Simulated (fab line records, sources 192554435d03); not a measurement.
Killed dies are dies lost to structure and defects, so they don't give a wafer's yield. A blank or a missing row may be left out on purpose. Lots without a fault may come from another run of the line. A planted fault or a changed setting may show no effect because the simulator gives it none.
Chamber matching | flow n5_finfet | N5_BEOL_M5_VIA_ETCH_34 on rie_diel-02: 4 sister chambers
The step etches SiCOH lowk in C4F6/O2, target depth 88.3 nm, time 39.2 s. 4 wafers are shown with their chamber, then 12 later ones without.

WAFERS WITH THEIR CHAMBER
wafer  | chamber | drypump_motor_current_A (A)
L086.2 | 1       | 6.33
L088.1 | 3       | 5.81
L088.2 | 2       | 5.45
L088.4 | 0       | 5.84

WAFERS WITHOUT THEIR CHAMBER
wafer  | drypump_motor_current_A (A)
L089.1 | 5.83
L089.5 | 5.47
L089.6 | 6.35
L092.1 | 5.83
L092.2 | 5.44
L092.3 | 6.30
L095.1 | 5.78
L095.4 | 6.32
L095.5 | 5.83
L096.1 | 6.32
L096.2 | 5.47
L096.4 | 5.81

WHICH CHAMBER EACH WENT THROUGH
wafer  | from the rows above     | in truth
L089.1 | can't be placed: 0 or 3 | 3
L089.5 | 2                       | 2
L089.6 | 1                       | 1
L092.1 | can't be placed: 0 or 3 | 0
L092.2 | 2                       | 2
L092.3 | 1                       | 1
L095.1 | can't be placed: 3 or 0 | 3
L095.4 | 1                       | 1
L095.5 | can't be placed: 0 or 3 | 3
L096.1 | 1                       | 1
L096.2 | 2                       | 2
L096.4 | can't be placed: 3 or 0 | 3
Placed correctly: 7 of 12. Can't be placed from these rows: 5 (the true chamber is among the candidates in 5). Placed wrongly: 0.
How it was worked out, from the rows above alone: a wafer's distance from a chamber is the root of the sum, over the readings, of the square of ((its reading less the chamber's mean) divided by the reading's scatter). The wafer belongs to the nearest chamber; if the next one is less than 2 further off, it can't be placed. A chamber's mean is the mean of its shown wafers. The scatter: with one shown wafer a chamber, the root of the mean of the squares of how far each hidden wafer lies from its nearest shown one.
